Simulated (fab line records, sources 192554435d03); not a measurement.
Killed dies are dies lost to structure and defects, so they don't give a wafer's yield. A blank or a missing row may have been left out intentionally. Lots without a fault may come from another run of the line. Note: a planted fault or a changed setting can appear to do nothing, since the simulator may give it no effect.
Matching of chambers :: flow n5_finfet :: N5_BEOL_M4_CO_CAP_55 on cvd_co-01 has 3 sister chambers
The step material Co, precursor CCTBA/H2, target thk 2 nm, time 102.1 s. 3 wafers are shown with their chamber, then 12 later ones without.

EACH WAFER AND ITS CHAMBER
wafer: L086.1
chamber: 2
heater_power_w (W): 220

wafer: L086.3
chamber: 0
heater_power_w (W): 212

wafer: L086.5
chamber: 1
heater_power_w (W): 219

WAFERS WITH NO CHAMBER GIVEN
wafer: L087.3
heater_power_w (W): 215

wafer: L087.4
heater_power_w (W): 216

wafer: L087.5
heater_power_w (W): 223

wafer: L092.1
heater_power_w (W): 226

wafer: L092.4
heater_power_w (W): 222

wafer: L092.6
heater_power_w (W): 220

wafer: L093.3
heater_power_w (W): 217

wafer: L093.4
heater_power_w (W): 220

wafer: L093.5
heater_power_w (W): 226

wafer: L095.1
heater_power_w (W): 217

wafer: L095.2
heater_power_w (W): 227

wafer: L095.5
heater_power_w (W): 218

CHAMBER TAKEN BY EACH
wafer: L087.3
from the rows above: can't be placed: 0 or 1 or 2
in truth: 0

wafer: L087.4
from the rows above: can't be placed: 1 or 0 or 2
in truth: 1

wafer: L087.5
from the rows above: can't be placed: 2 or 1
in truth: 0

wafer: L092.1
from the rows above: can't be placed: 2 or 1
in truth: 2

wafer: L092.4
from the rows above: can't be placed: 2 or 1
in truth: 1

wafer: L092.6
from the rows above: can't be placed: 2 or 1
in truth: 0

wafer: L093.3
from the rows above: can't be placed: 1 or 2 or 0
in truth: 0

wafer: L093.4
from the rows above: can't be placed: 2 or 1
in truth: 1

wafer: L093.5
from the rows above: can't be placed: 2 or 1
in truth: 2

wafer: L095.1
from the rows above: can't be placed: 1 or 2 or 0
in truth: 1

wafer: L095.2
from the rows above: can't be placed: 2 or 1
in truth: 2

wafer: L095.5
from the rows above: can't be placed: 1 or 2 or 0
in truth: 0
Placed correctly: 0 of 12. From these rows, 12 cannot be placed; in 10 the true chamber is one of the candidates. Placed wrongly: 0.
How it was worked out, from the rows above alone: a wafer's distance from a chamber is the root of the sum, over the readings, of the square of ((its reading less the chamber's mean) divided by the reading's scatter). If the next closest chamber is less than 2 further off than the closest, the wafer can't be placed; otherwise it belongs to the closest. A chamber's mean is the mean of its shown wafers. The scatter: with one shown wafer a chamber, the root of the mean of the squares of how far each hidden wafer lies from its nearest shown one.
